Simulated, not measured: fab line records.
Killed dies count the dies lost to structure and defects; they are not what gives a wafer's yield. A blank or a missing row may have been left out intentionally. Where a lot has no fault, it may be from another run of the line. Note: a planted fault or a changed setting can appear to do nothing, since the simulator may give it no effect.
What tool caused it? | flow nandHarc | Sampling: 14 lots, 42 wafers, 3 of 1159 route steps

WHAT THE GAUGES READ, wafer by wafer
NHARC_P_BONDPAD_THK_MEAS_33: measures by ellipsometry. Usual: thkNm reads 200.4 nm (standard deviation 1.6).
lot  | measured     | on           | thkNm (nm)        | flag
L436 | day 6 13:58  | filmMetro-02 | 203.1 202.3 203.0 | 
L438 | day 6 20:11  | filmMetro-01 | 200.9 201.5 201.7 | 
L437 | day 6 20:50  | filmMetro-02 | 199.0 201.5 198.6 | 
L439 | day 7 01:01  | filmMetro-02 | 198.8 200.1 200.8 | 
L441 | day 7 05:41  | filmMetro-01 | 200.8 200.0 201.4 | 
L440 | day 7 09:03  | filmMetro-02 | 198.7 199.7 202.2 | 
L445 | day 8 15:29  | filmMetro-02 | 202.6 198.3 203.6 | 
L449 | day 9 10:48  | filmMetro-02 | 199.1 198.7 199.1 | 
L450 | day 9 11:05  | filmMetro-01 | 199.9 200.5 199.4 | 
L447 | day 10 00:20 | filmMetro-01 | 197.2 197.4 200.3 | 
L456 | day 11 09:59 | filmMetro-02 | 198.8 198.9 198.0 | 
L459 | day 11 23:40 | filmMetro-01 | 201.8 198.9 198.0 | 
L457 | day 12 00:19 | filmMetro-01 | 199.9 204.2 200.0 | 
L458 | day 12 05:41 | filmMetro-02 | 199.3 200.8 201.0 | 

TOOL THAT RAN EACH LOT (tool first, then ch and the chambers of the sampled wafers, then the start)
lot  | NHARC_P_BONDPAD_DEP_00                    | NHARC_P_BONDPAD_CMP_32
L436 | pecvd-02 ch 1,2, day 6 13:24              | cmp-02 ch 0,1, day 6 13:43
L438 | pecvd-02 ch 0,1,2, day 6 19:59 or earlier | cmp-02 ch 0,2,3, day 6 19:59
L437 | pecvd-02 ch 0,1,2, day 6 20:09            | cmp-01 ch 1,2,3, day 6 20:35
L439 | pecvd-01 ch 0,1,2, day 7 00:21            | cmp-04 ch 0,1,3, day 7 00:47
L441 | pecvd-01 ch 1,2, day 7 05:04              | cmp-01 ch 0,3, day 7 05:25
L440 | pecvd-03 ch 1,2, day 7 08:47 or earlier   | cmp-04 ch 0,1,2, day 7 08:47
L445 | pecvd-03 ch 0,2, day 8 14:50              | cmp-04 ch 0,2,3, day 8 15:13
L449 | pecvd-01 ch 1,2, day 9 10:34 or earlier   | cmp-04 ch 0,1,2, day 9 10:34
L450 | pecvd-01 ch 0,2, day 9 10:28              | cmp-02 ch 0,2, day 9 10:50
L447 | pecvd-03 ch 0,1,2, day 9 23:39            | cmp-01 ch 0,1,3, day 10 00:05
L456 | pecvd-02 ch 0,1,2, day 11 09:20           | cmp-04 ch 0,1,3, day 11 09:44
L459 | pecvd-01 ch 1,2, day 11 23:25 or earlier  | cmp-01 ch 0,3, day 11 23:25
L457 | pecvd-02 ch 1,2, day 11 23:43             | cmp-04 ch 0,2,3, day 12 00:07
L458 | pecvd-02 ch 0,2, day 12 05:01             | cmp-02 ch 0,2, day 12 05:27
- NHARC_P_BONDPAD_DEP_00: deposits SiCN, target thk 250 nm.
- NHARC_P_BONDPAD_CMP_32: polishes SiCN, target thk 200 nm.

WHAT THE TOOLS THEMSELVES READ (means of the sampled wafers that have a number; where no wafer has one, the mark that the record gives instead)
NHARC_P_BONDPAD_DEP_00. Usual: chamberPressureTorr 2.999 Torr, standard deviation 0.0068; heaterPowerW 624 W, standard deviation 76; susceptorTempC 370.04 C, standard deviation 0.21.
lot  | tool     | chamberPressureTorr (Torr) | heaterPowerW (W) | susceptorTempC (C) | flag
L436 | pecvd-02 | 2.996                      | 536              | 370.07             | 
L438 | pecvd-02 | 3.000                      | 659              | 370.08             | 
L437 | pecvd-02 | 2.996                      | 665              | 370.30             | 
L439 | pecvd-01 | 2.998                      | 639              | 370.18             | 
L441 | pecvd-01 | 3.003                      | 598              | 370.02             | 
L440 | pecvd-03 | 2.998                      | 585              | 370.04             | 
L445 | pecvd-03 | 2.992                      | 566              | 370.28             | 
L449 | pecvd-01 | 2.997                      | 649              | 369.92             | 
L450 | pecvd-01 | 2.997                      | 591              | 370.05             | 
L447 | pecvd-03 | 3.004                      | 598              | 369.94             | 
L456 | pecvd-02 | 3.008                      | 634              | 369.95             | 
L459 | pecvd-01 | 3.000                      | 638              | 370.13             | 
L457 | pecvd-02 | 3.004                      | 578              | 370.13             | 
L458 | pecvd-02 | 2.997                      | 707              | 370.23             | 

NHARC_P_BONDPAD_CMP_32. Usual: edgeZonePressureFrac 0.999, standard deviation 0.0046; motorCurrentA 11.9 A, standard deviation 1.2.
lot  | tool   | edgeZonePressureFrac | motorCurrentA (A) | flag
L436 | cmp-02 | 1.001                | 13.0              | 
L438 | cmp-02 | 0.995                | 12.3              | 
L437 | cmp-01 | 1.002                | 11.2              | 
L439 | cmp-04 | 1.000                | 11.7              | 
L441 | cmp-01 | 1.000                | 11.9              | 
L440 | cmp-04 | 0.998                | 12.5              | 
L445 | cmp-04 | 1.004                | 12.3              | 
L449 | cmp-04 | 0.998                | 12.2              | 
L450 | cmp-02 | 0.995                | 13.3              | 
L447 | cmp-01 | 0.997                | 11.4              | 
L456 | cmp-04 | 1.000                | 11.7              | 
L459 | cmp-01 | 0.999                | 12.2              | 
L457 | cmp-04 | 1.000                | 12.6              | 
L458 | cmp-02 | 0.996                | 12.6              | 

THE ANSWER, worked out from the rows above alone
Rule: take the mean of a lot's wafers that have a number; if it is more than 3 standard deviations from the usual mean, the lot is off. A lot without any number at a reading at which 4 lots or more have one is off too. Any other lot the step has rows for is counted as sound. After the gauges, taken in route order, come the tools' own readings; for these a lot's mean is taken, as printed above. At the first step where some lot is off, the reading lying furthest off is the one used; lots without a number count as furthest.
No lot is off at any reading shown: from this, nothing can be told.

WHAT THE SIMULATOR HAD PUT IN
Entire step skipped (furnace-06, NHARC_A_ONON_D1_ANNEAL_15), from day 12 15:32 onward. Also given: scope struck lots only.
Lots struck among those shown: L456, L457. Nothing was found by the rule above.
